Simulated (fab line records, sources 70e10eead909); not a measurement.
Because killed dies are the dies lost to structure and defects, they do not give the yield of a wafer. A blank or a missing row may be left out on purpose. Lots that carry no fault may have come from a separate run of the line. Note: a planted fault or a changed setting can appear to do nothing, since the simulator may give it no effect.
A struck lot beside a sound one / flow nand harc / 14 steps out of a route of 1302
Sound: the wafers L766.2, L766.3, L766.6. Struck: wafer L774.5. (L774.1, L774.2 of the same lot were not struck and are left out.) The cause comes at the end.
For every step that has rows: the tool of each side, followed by ch and its chambers, followed by its first start. Under that, the readings that differ: sound wafers / struck wafers / difference of the means / sigmas: that difference in standard deviations of wafers without a fault.
alike: a reading whose means differ by less than 2 such deviations, as well as words and numbers matching on both sides. not compared: withheld readings; readings where some wafer has no value; bounds like >300 that might hide an equal value; numbers whose values overlap and for which the record gives no deviation.
A row with sigmas, a row that says differs or no value, or rows on one side alone: a step with any of these is where the two part. Non-overlapping numbers with no deviation appear without sigmas and do not part them. Lack of a reading on every wafer of one side parts them only where that side has two or more wafers.

first, 2 steps without rows for these wafers: NHARC_A_SOURCE_PLATE_SRD_01; NHARC_A_SOURCE_PLATE_OXIDE_02 (material SiO2, target thk 10 nm, ox time 1362 s).
NHARC_A_SOURCE_PLATE_THK_MEAS_09: measures by ellipsometry.
  sound: film metro-01 at day 8 11:26; struck: film metro-02 at day 11 08:41
reading=thk nm (nm); sound=8.2 9.6 7.9; struck=11.2; difference=+2.6; sigmas=+2
then, 3 steps without rows for these wafers: NHARC_A_SOURCE_PLATE_PVD_04 (deposits WSi2, target thk 50 nm); NHARC_A_SOURCE_PLATE_CVD_03 (deposits poly-Si, target thk 200 nm, time 4000 s); NHARC_A_SOURCE_PLATE_ANNEAL_05 (time 1800 s).
NHARC_A_SOURCE_PLATE_THK_MEAS_06: measures by ellipsometry.
  sound: film metro-02 at day 9 01:35; struck: film metro-02 at day 11 23:08
  alike: thk nm
NHARC_A_SOURCE_PLATE_INSPECT_08:
  sound: defect inspect-02 at day 9 01:39; struck: defect inspect-02 at day 11 23:12
  alike: raw defect count
next comes 1 step that has no rows for these wafers: NHARC_A_ONON_D1_DEP_00 (target thickness 1000 nm).
NHARC_A_ONON_D1_THK_MEAS_02: measures by ellipsometry.
  sound: film metro-02 at day 9 02:13; struck: film metro-01 at day 11 23:47
  alike: thk nm
NHARC_A_ONON_D1_DEP_03: target thk 1000 nm.
  sound on pecvd onon-01 ch 0, day 9 02:20; struck on pecvd onon-01 ch 0, day 11 23:50
  alike: n2 flow sccm
NHARC_A_ONON_D1_THK_MEAS_05: measures by ellipsometry.
  sound: film metro-02 at day 9 02:47; struck: film metro-01 at day 12 00:21
reading=thk nm (nm); sound=1010 1009 1011; struck=1051; difference=+41; sigmas=+5
next comes 1 step that has no rows for these wafers: NHARC_A_ONON_D1_DEP_06 (target thickness 1000 nm).
NHARC_END_SORT_01:
  the record has rows for the sound wafers here (prober-02 ch 0, day 25 12:48) and none for the struck ones

WHERE THEY PART
At NHARC_A_SOURCE_PLATE_THK_MEAS_09 first; at NHARC_END_SORT_01 last (within this record only).

WHY: what had been put in by the simulator
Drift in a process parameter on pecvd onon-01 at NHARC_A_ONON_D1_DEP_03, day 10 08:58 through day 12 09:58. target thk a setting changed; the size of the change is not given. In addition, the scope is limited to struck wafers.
